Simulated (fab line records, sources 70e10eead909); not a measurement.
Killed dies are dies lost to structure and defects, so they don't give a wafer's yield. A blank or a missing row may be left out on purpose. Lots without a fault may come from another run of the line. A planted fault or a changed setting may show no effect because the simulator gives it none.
Which tool did it? | flow nand_harc | 11 lots, 33 wafers sampled, at 5 steps of a route of 1302

WHAT THE GAUGES READ, wafer by wafer
NHARC_END_SORT_01.
lot  | measured     | on        | killed_at_array | killed_at_other | killed_at_periphery | killed_dies | killed_open | killed_short
L986 | day 28 16:09 | prober-01 | 667 671 673     | 1 2 2           | 9 4 2               | 677 677 677 | 4 1 6       | 8 3 3
L987 | day 29 02:24 | prober-01 | 675 672 676     | 1 0 0           | 1 5 1               | 677 677 677 | 3 6 4       | 5 1 1
L989 | day 30 09:41 | prober-01 | 672 676 674     | 0 0 0           | 5 1 3               | 677 677 677 | 5 5 4       | 3 5 2

WHICH TOOL RAN EACH LOT (tool, then ch and the chambers of the sampled wafers, then the start)
lot  | NHARC_A_STAIRCASE_ETCH_203                    | NHARC_A_STAIRCASE_DESCUM_219       | NHARC_A_STAIRCASE_TRIM_224         | NHARC_A_STAIRCASE_TRIM_226
L976 | rie_diel-11 ch 0,1,2, day 16 09:21 or earlier | rie_diel-02 ch 0,1,3, day 16 09:21 | rie_diel-02 ch 0,1,3, day 16 10:08 | rie_diel-02 ch 1,3, no start
L978 | rie_diel-02 ch 0,1,3, day 17 05:05 or earlier | rie_diel-10 ch 0,2,3, day 17 05:05 | rie_diel-10 ch 0,2, day 17 05:43   | rie_diel-10 ch 0,2,3, no start
L979 | rie_diel-02 ch 0,1,2, day 17 23:02 or earlier | rie_diel-11 ch 1,2, day 17 23:02   | rie_diel-11 ch 1,2,3, day 17 23:37 | rie_diel-11 ch 2,3, no start
L983 | rie_diel-02 ch 1,2,3, day 19 17:46 or earlier | rie_diel-02 ch 0,2,3, day 19 17:46 | rie_diel-02 ch 1,2,3, day 19 18:18 | rie_diel-02 ch 0,2,3, no start
L986 | rie_diel-02 ch 1,2, day 20 09:02 or earlier   | rie_diel-02 ch 0,1,2, day 20 09:02 | rie_diel-02 ch 0,2, day 20 09:41   | rie_diel-02 ch 1,2, day 28 16:09 or earlier
L987 | rie_diel-10 ch 0,1, day 20 22:44 or earlier   | rie_diel-11 ch 2,3, day 20 22:44   | rie_diel-11 ch 0,1,2, day 20 23:18 | rie_diel-11 ch 0,1, day 29 02:24 or earlier
L989 | rie_diel-11 ch 0,1,2, day 22 00:47 or earlier | rie_diel-02 ch 0,3, day 22 00:47   | rie_diel-02 ch 1,2, day 22 01:20   | rie_diel-02 ch 0,2, day 30 09:41 or earlier
L995 | rie_diel-02 ch 0,1, day 24 14:30 or earlier   | rie_diel-02 ch 0,2,3, day 24 14:30 | rie_diel-02 ch 1,2, day 24 15:01   | rie_diel-02 ch 0,1,2, no start
L996 | rie_diel-10 ch 0,1, day 24 15:37 or earlier   | rie_diel-02 ch 0,1,3, day 24 15:37 | rie_diel-02 ch 0,2,3, day 24 16:10 | rie_diel-02 ch 1,3, no start
L998 | rie_diel-10 ch 0,1,3, day 25 07:12 or earlier | rie_diel-02 ch 0,2,3, day 25 07:12 | rie_diel-02 ch 1,3, day 25 07:50   | rie_diel-02 ch 1,3, no start
L997 | rie_diel-10 ch 1,2, day 25 07:25 or earlier   | rie_diel-02 ch 0,2,3, day 25 07:25 | rie_diel-02 ch 0,2,3, day 25 08:04 | rie_diel-02 ch 2,3, no start
- NHARC_A_STAIRCASE_ETCH_203: etches the open film in C4F8/O2, target depth 100 nm, time 40.5 s.
- NHARC_A_STAIRCASE_DESCUM_219: chemistry O2, time 3 s.
- NHARC_A_STAIRCASE_TRIM_224: chemistry O2, time 211.2 s.
- NHARC_A_STAIRCASE_TRIM_226: chemistry O2, time 211.2 s.

WHAT THE TOOLS THEMSELVES READ (means of the sampled wafers that have a number; where no wafer has one, the mark that the record gives instead)
NHARC_A_STAIRCASE_ETCH_203.
lot  | tool        | oes_product_au (a.u.) | rf_vpp_V (V)
L976 | rie_diel-11 | 0.949                 | 897
L978 | rie_diel-02 | 0.938                 | 896
L979 | rie_diel-02 | 0.931                 | 897
L983 | rie_diel-02 | 0.945                 | 899
L986 | rie_diel-02 | 0.944                 | 902
L987 | rie_diel-10 | 0.937                 | 894
L989 | rie_diel-11 | 0.951                 | 902
L995 | rie_diel-02 | 0.944                 | 892
L996 | rie_diel-10 | 0.941                 | 892
L998 | rie_diel-10 | 0.952                 | 896
L997 | rie_diel-10 | 0.959                 | 900

NHARC_A_STAIRCASE_DESCUM_219.
lot  | tool        | drypump_motor_current_A (A) | oes_product_au (a.u.) | rf_vpp_V (V) | showerhead_plenum_p_Torr (Torr) | throttle_valve_pct (%)
L976 | rie_diel-02 | 5.5                         | 1.000                 | 57.7         | 1.91                            | 11.310
L978 | rie_diel-10 | 5.8                         | 1.006                 | 58.4         | 1.91                            | 11.310
L979 | rie_diel-11 | 5.6                         | 1.005                 | 58.1         | 1.89                            | 11.307
L983 | rie_diel-02 | 5.8                         | 0.995                 | 59.0         | 1.89                            | 11.309
L986 | rie_diel-02 | 5.8                         | 0.997                 | 58.1         | 1.93                            | 11.310
L987 | rie_diel-11 | 6.2                         | 0.992                 | 58.0         | 1.98                            | 11.319
L989 | rie_diel-02 | 5.8                         | 0.994                 | 57.0         | 1.82                            | 11.314
L995 | rie_diel-02 | 5.8                         | 0.990                 | 58.0         | 1.87                            | 11.314
L996 | rie_diel-02 | 5.5                         | 0.992                 | 57.8         | 1.89                            | 11.313
L998 | rie_diel-02 | 5.9                         | 0.998                 | 57.1         | 1.87                            | 11.324
L997 | rie_diel-02 | 5.8                         | 0.990                 | 56.5         | 1.87                            | 11.311

NHARC_A_STAIRCASE_TRIM_224.
lot  | tool        | chamber_pressure_mTorr (mTorr) | drypump_motor_current_A (A) | oes_product_au (a.u.) | rf_vpp_V (V) | showerhead_plenum_p_Torr (Torr) | throttle_valve_pct (%)
L976 | rie_diel-02 | 60.02                          | 5.5                         | 1.000                 | 57.9         | 3.53                            | 17.042
L978 | rie_diel-10 | 60.04                          | 5.3                         | 1.002                 | 57.4         | 3.41                            | 17.035
L979 | rie_diel-11 | 60.01                          | 5.9                         | 1.010                 | 57.7         | 3.41                            | 17.030
L983 | rie_diel-02 | 59.97                          | 5.6                         | 1.002                 | 57.8         | 3.62                            | 17.026
L986 | rie_diel-02 | -                              | -                           | -                     | -            | -                               | -
L987 | rie_diel-11 | -                              | -                           | -                     | -            | -                               | -
L989 | rie_diel-02 | -                              | -                           | -                     | -            | -                               | -
L995 | rie_diel-02 | 60.05                          | 5.6                         | 0.998                 | 58.4         | 3.67                            | 17.037
L996 | rie_diel-02 | 59.97                          | 5.9                         | 0.999                 | 57.7         | 3.46                            | 17.037
L998 | rie_diel-02 | 59.98                          | 5.3                         | 0.998                 | 57.8         | 3.63                            | 17.030
L997 | rie_diel-02 | 59.98                          | 5.9                         | 0.993                 | 57.7         | 3.46                            | 17.030

NHARC_A_STAIRCASE_TRIM_226.
lot  | tool        | chamber_pressure_mTorr (mTorr) | drypump_motor_current_A (A) | oes_product_au (a.u.) | rf_vpp_V (V) | showerhead_plenum_p_Torr (Torr) | throttle_valve_pct (%)
L976 | rie_diel-02 | 60.00                          | 5.3                         | 0.993                 | 57.7         | 3.66                            | 17.040
L978 | rie_diel-10 | 59.99                          | 5.8                         | 1.010                 | 57.6         | 3.53                            | 17.040
L979 | rie_diel-11 | 59.96                          | 6.1                         | 0.999                 | 56.6         | 3.33                            | 17.037
L983 | rie_diel-02 | 60.03                          | 5.9                         | 0.983                 | 57.4         | 3.48                            | 17.029
L986 | rie_diel-02 | 60.06                          | 5.9                         | 1.002                 | 56.8         | 3.66                            | 17.033
L987 | rie_diel-11 | 59.95                          | 5.4                         | 1.009                 | 57.1         | 3.68                            | 17.040
L989 | rie_diel-02 | 60.04                          | 6.2                         | 0.994                 | 56.4         | 3.52                            | 17.032
L995 | rie_diel-02 | 59.98                          | 5.9                         | 0.985                 | 57.0         | 3.54                            | 17.034
L996 | rie_diel-02 | 60.02                          | 5.3                         | 0.994                 | 57.5         | 3.55                            | 17.027
L998 | rie_diel-02 | 60.01                          | 5.3                         | 0.999                 | 58.4         | 3.63                            | 17.031
L997 | rie_diel-02 | 60.00                          | 5.9                         | 0.986                 | 57.8         | 3.57                            | 17.046

THE ANSWER, worked out from the rows above alone
Rule: what is usual is taken from the lots themselves. Put in order of their means at a reading, lots are off if they are a third of the lots or fewer, leave a main group of 4 or more, and stand apart from it by a gap of 3 or more times the standard deviation of the main group's means; of several such gaps the widest counts. A main group whose means are all the same, to the digits that the tables above print for the reading, isn't used. A lot without any number at a reading at which 4 lots or more have one is off too. The other lots that the step has rows for count as sound. The gauges are gone through in route order, then the tools' own readings, and for those a lot's mean is taken as printed above. The first step at which some lot is off is used, and at that step the reading that is off furthest; a lot without a number counts as furthest.
Off: L986, L987, L989, at NHARC_A_STAIRCASE_TRIM_224 (chamber_pressure_mTorr). Without a number there: L986, L987, L989. The main group: mean 60.00 mTorr, standard deviation 0.03.
A tool fits if, at that step or a process step before it, it ran every lot that is off, and no sound lot after the first of them. NHARC_A_STAIRCASE_ETCH_203 gives no start for some lots, so the hours and the order of its lots are those of NHARC_A_STAIRCASE_DESCUM_219. None of those tried fits.

WHAT THE SIMULATOR HAD PUT IN
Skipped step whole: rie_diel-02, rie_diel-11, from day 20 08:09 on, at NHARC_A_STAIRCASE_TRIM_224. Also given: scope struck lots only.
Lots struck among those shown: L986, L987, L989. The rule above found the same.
